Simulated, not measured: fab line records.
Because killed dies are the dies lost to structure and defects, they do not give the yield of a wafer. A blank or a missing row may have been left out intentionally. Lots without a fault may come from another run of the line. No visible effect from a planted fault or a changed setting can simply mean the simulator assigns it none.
Split-lot experiment || flow n5Finfet || 21 wafers read across 7 lots, on a route 1938 steps long

THE SPLIT ITSELF
At N5_SDB_ALD_29 (deposits SiNx, target thk 30 nm, pulse time 1 s, ald cycles 600), the setting aldCycles was moved away from the recipe's 600 on 4 of the 21 wafers read, by -14.7% to -9.8%. For the rest of the wafers, this setting stayed at what the recipe calls for.

FROM THE SPLIT TO THE READING: what the file shows between them, 3 steps
- N5_SDB_CMP_30: polishes, stops on poly-Si, t overpolish 1.54 s, target thk 30 nm
- N5_DUMMY_REMOVAL_HM_STRIP_01: strips SiNx in CH3F/O2, stops on poly-Si, target depth 4 nm, time 6.8 s
- N5_DUMMY_REMOVAL_STRIP_10: strips in N2/H2, time 40 s

THE READING
SiNx_of_SDB_ALD_29.thkNm (the simulator's own value, which no gauge read), in nm, at N5_DUMMY_REMOVAL_PRECLEAN_07 (cleans in dHF, time 30 s). No usual value for it is given in the file. Here, 17 wafers ran the recipe; their average is 29.2 nm with a standard deviation of 0.2 nm.

{"wafer": "L078.2", "tool, chamber at the split": "aldSin-02, 0", "aldCycles as run": 600, "against the recipe": "recipe", "SiNx_of_SDB_ALD_29.thkNm, nm": 29.4, "against lot-mates on the recipe": "-"}
{"wafer": "L078.4", "tool, chamber at the split": "aldSin-02, 2", "aldCycles as run": 600, "against the recipe": "recipe", "SiNx_of_SDB_ALD_29.thkNm, nm": 29.2, "against lot-mates on the recipe": "-"}
{"wafer": "L078.5", "tool, chamber at the split": "aldSin-02, 3", "aldCycles as run": 600, "against the recipe": "recipe", "SiNx_of_SDB_ALD_29.thkNm, nm": 29, "against lot-mates on the recipe": "-"}
{"wafer": "L080.2", "tool, chamber at the split": "aldSin-02, 1", "aldCycles as run": 512, "against the recipe": "-14.7%", "SiNx_of_SDB_ALD_29.thkNm, nm": 25.2, "against lot-mates on the recipe": -4.2}
{"wafer": "L080.3", "tool, chamber at the split": "aldSin-02, 3", "aldCycles as run": 600, "against the recipe": "recipe", "SiNx_of_SDB_ALD_29.thkNm, nm": 29.2, "against lot-mates on the recipe": "-"}
{"wafer": "L080.4", "tool, chamber at the split": "aldSin-02, 2", "aldCycles as run": 600, "against the recipe": "recipe", "SiNx_of_SDB_ALD_29.thkNm, nm": 29.6, "against lot-mates on the recipe": "-"}
{"wafer": "L083.1", "tool, chamber at the split": "aldSin-04, 1", "aldCycles as run": 600, "against the recipe": "recipe", "SiNx_of_SDB_ALD_29.thkNm, nm": 29.2, "against lot-mates on the recipe": "-"}
{"wafer": "L083.3", "tool, chamber at the split": "aldSin-04, 0", "aldCycles as run": 531, "against the recipe": "-11.5%", "SiNx_of_SDB_ALD_29.thkNm, nm": 25.8, "against lot-mates on the recipe": -3.3}
{"wafer": "L083.6", "tool, chamber at the split": "aldSin-04, 0", "aldCycles as run": 600, "against the recipe": "recipe", "SiNx_of_SDB_ALD_29.thkNm, nm": 29, "against lot-mates on the recipe": "-"}
{"wafer": "L086.1", "tool, chamber at the split": "aldSin-04, 0,1", "aldCycles as run": 600, "against the recipe": "recipe", "SiNx_of_SDB_ALD_29.thkNm, nm": 28.8, "against lot-mates on the recipe": "-"}
{"wafer": "L086.5", "tool, chamber at the split": "aldSin-04, 0,1", "aldCycles as run": 600, "against the recipe": "recipe", "SiNx_of_SDB_ALD_29.thkNm, nm": 28.8, "against lot-mates on the recipe": "-"}
{"wafer": "L086.6", "tool, chamber at the split": "aldSin-04, 0", "aldCycles as run": 541, "against the recipe": "-9.8%", "SiNx_of_SDB_ALD_29.thkNm, nm": 26, "against lot-mates on the recipe": -2.8}
{"wafer": "L089.1", "tool, chamber at the split": "aldSin-03, 2,0", "aldCycles as run": 600, "against the recipe": "recipe", "SiNx_of_SDB_ALD_29.thkNm, nm": 29.2, "against lot-mates on the recipe": "-"}
{"wafer": "L089.6", "tool, chamber at the split": "aldSin-03, 2,0", "aldCycles as run": 600, "against the recipe": "recipe", "SiNx_of_SDB_ALD_29.thkNm, nm": 29.2, "against lot-mates on the recipe": "-"}
{"wafer": "L089.3", "tool, chamber at the split": "aldSin-03, 3", "aldCycles as run": 537, "against the recipe": "-10.5%", "SiNx_of_SDB_ALD_29.thkNm, nm": 25.8, "against lot-mates on the recipe": -3.4}
{"wafer": "L092.2", "tool, chamber at the split": "aldSin-02, 0", "aldCycles as run": 600, "against the recipe": "recipe", "SiNx_of_SDB_ALD_29.thkNm, nm": 29.2, "against lot-mates on the recipe": "-"}
{"wafer": "L092.6", "tool, chamber at the split": "aldSin-02, 3", "aldCycles as run": 600, "against the recipe": "recipe", "SiNx_of_SDB_ALD_29.thkNm, nm": 29.2, "against lot-mates on the recipe": "-"}
{"wafer": "L092.3", "tool, chamber at the split": "aldSin-02, 1", "aldCycles as run": 600, "against the recipe": "recipe", "SiNx_of_SDB_ALD_29.thkNm, nm": 29.4, "against lot-mates on the recipe": "-"}
{"wafer": "L094.2", "tool, chamber at the split": "aldSin-03, 2", "aldCycles as run": 600, "against the recipe": "recipe", "SiNx_of_SDB_ALD_29.thkNm, nm": 29.4, "against lot-mates on the recipe": "-"}
{"wafer": "L094.4", "tool, chamber at the split": "aldSin-03, 3,1", "aldCycles as run": 600, "against the recipe": "recipe", "SiNx_of_SDB_ALD_29.thkNm, nm": 29.2, "against lot-mates on the recipe": "-"}
{"wafer": "L094.6", "tool, chamber at the split": "aldSin-03, 3,1", "aldCycles as run": 600, "against the recipe": "recipe", "SiNx_of_SDB_ALD_29.thkNm, nm": 29.2, "against lot-mates on the recipe": "-"}
Where a row lists several chambers, the file gives one row for several wafers and doesn't say which wafer went through which chamber.

THE FIT
A straight line over all 21 wafers: SiNx_of_SDB_ALD_29.thkNm changes by +0.296 nm for each +1% of aldCycles; r = +0.99; the points scatter about the line by 0.22 nm.
The same after taking each lot's own level away (the mean of its wafers on the recipe; 21 wafers): +0.293 nm for each +1%; r = +1.00; scatter 0.14 nm.
The reading moves by 4.3 nm for the largest change in aldCycles, on that fit.
Across the lots, their own levels run from 28.80 to 29.40 nm, a range of 3.0 times the standard deviation given above.
The two slopes are in agreement: the lot-to-lot level therefore moves the slope only a little.
Check: -4.38 nm against its lot-mates is what the line predicts for one of the wafers moved furthest among these (-14.7%) when that wafer is left out of the fit. Against them it came out at -4.2 nm.

OTHER SPLITS ON THESE WAFERS
Before the reading, these wafers also passed through other splits. Each is held against what the fit with the lots' levels taken away leaves over:
{"other split on the same wafers": "N5_SDB_ETCH_25 timeS", "wafers away from the commonest value": 8, "r with SiNx_of_SDB_ALD_29.thkNm (lot level and that fit taken away)": -0.02}

THE WHOLE CHAIN: every reading that the file lists as answering this split, in the file's order
{"step": "N5_SDB_ALD_29", "what it does": "deposits SiNx, target thk 30 nm, pulse time 1 s, ald cycles 600", "reading": "SiNx_of_SDB_ALD_29.thkNm (the simulator's own value, which no gauge read)", "change (the file's fit)": "+0.308 nm for each +1% of the setting", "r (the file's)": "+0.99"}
{"step": "N5_DUMMY_REMOVAL_HM_STRIP_01", "what it does": "strips SiNx in CH3F/O2, stops on poly-Si, target depth 4 nm, time 6.8 s", "reading": "SiNx_of_SDB_ALD_29.thkNm (the simulator's own value, which no gauge read)", "change (the file's fit)": "+0.303 nm for each +1% of the setting", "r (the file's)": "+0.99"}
{"step": "N5_DUMMY_REMOVAL_PRECLEAN_07", "what it does": "cleans in dHF, time 30 s", "reading": "SiNx_of_SDB_ALD_29.thkNm (the simulator's own value, which no gauge read)", "change (the file's fit)": "+0.294 nm for each +1% of the setting", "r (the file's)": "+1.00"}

FILE'S OWN FIT
SiNx_of_SDB_ALD_29.thkNm changes by +0.294 nm for each +1% of aldCycles, r = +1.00.
